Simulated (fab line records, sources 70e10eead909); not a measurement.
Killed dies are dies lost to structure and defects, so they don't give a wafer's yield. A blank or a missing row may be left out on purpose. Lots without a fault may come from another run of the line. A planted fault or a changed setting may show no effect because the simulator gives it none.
A struck lot beside a sound one | flow nand_harc | 15 steps out of a route of 1159
Sound: wafers L425.4, L425.5, L425.6. Struck: wafers L434.1, L434.3, L434.5. The cause comes at the end.
At each step with rows: each side's tool, then ch and its chambers, then its first start. Under that, the readings that differ: sound wafers | struck wafers | difference of the means | sigmas: that difference in standard deviations of wafers without a fault.
alike: readings whose means differ by less than 2 such deviations, and words and numbers that are the same on both sides. not compared: withheld readings, readings that some wafer has no value for, bounds like >300 that may hide the same value, and numbers for which the record gives no deviation and whose values overlap.
The two part at a step that has a row with sigmas, a row that says differs or no value, or rows on one side only. Numbers that don't overlap but have no deviation are shown without sigmas and don't part them. A reading that every wafer of one side lacks parts them only if that side has two wafers or more.

NHARC_P_M1_INSPECT_11:
  sound on defect_inspect-02, day 7 04:43; struck on defect_inspect-01, day 9 11:32
  alike: raw_defect_count
then, 2 steps without rows for these wafers: NHARC_P_M1_DESCUM_14 (chemistry O2, time 3 s); NHARC_P_M1_ETCH_35 (etches the open film in N2/H2, target depth 40 nm, overetch 12 nm, time 43.94 s).
NHARC_P_M1_ETCH_15: etches the open film in C4F8/Ar, target depth 182.5 nm, time 91.2 s.
  sound on rie_diel-10 ch 1,2,3; struck on rie_diel-10 ch 0,1
  alike: oes_product_au, rf_fwd_power_W, rf_vpp_V
  not compared: rf_hours_counter_h
NHARC_P_M1_CD_MEAS_16:
  sound on cd_sem-02, day 7 05:08; struck on cd_sem-02, day 9 11:58
  alike: cd_nm
then, 3 steps without rows for these wafers: NHARC_P_M1_STRIP_18 (strips in N2/H2); NHARC_P_M1_ETCH_28 (etches the open film in CF4/N2, target depth 30 nm, time 72.99 s); NHARC_P_M1_STRIP_19 (strips in post etch residue remover, time 600 s).
NHARC_P_M1_DEGAS_29: time 60 s.
  sound on pvd_sputter-01, day 7 05:55; struck on pvd_sputter-01, day 9 12:43
  alike: heater_power_w
NHARC_P_M1_PRE_CLEAN_30: time 30 s.
  sound on pvd_sputter-01; struck on pvd_sputter-01
  alike: heater_power_w
NHARC_P_M1_PVD_20: deposits TaN, target thk 5 nm, time 8.06 s.
  sound on pvd_sputter-01; struck on pvd_sputter-01
  alike: substrate_temp_c, throttle_valve_pct
NHARC_P_M1_PVD_21: deposits Cu, target thk 30 nm, time 20.49 s.
  sound on pvd_sputter-01; struck on pvd_sputter-01
  alike: substrate_temp_c, throttle_valve_pct
NHARC_P_M1_ECD_22: material Cu, target thk 400 nm.
  sound on ecd_cu-02 ch 0,1, day 7 06:22; struck on ecd_cu-02 ch 0,1, day 9 13:09
then, 1 step without rows for these wafers: NHARC_P_M1_ANNEAL_31 (time 90 s).
NHARC_P_M1_CMP_23: polishes, t overpolish 20 s, target thk 157.82 nm.
  sound on cmp-04 ch 0,1,3, day 7 07:02; struck on cmp-01 ch 2,3, day 9 13:49
  reading                | sound          | struck         | difference | sigmas
  time_to_endpoint_s (s) | 27.5 29.0 27.7 | 12.3 12.4 12.5 | -15.7      | -9
  alike: edge_zone_pressure_frac, motor_current_A

WHERE THEY PART
Only at NHARC_P_M1_CMP_23, within this record.

WHY: what the simulator had put in
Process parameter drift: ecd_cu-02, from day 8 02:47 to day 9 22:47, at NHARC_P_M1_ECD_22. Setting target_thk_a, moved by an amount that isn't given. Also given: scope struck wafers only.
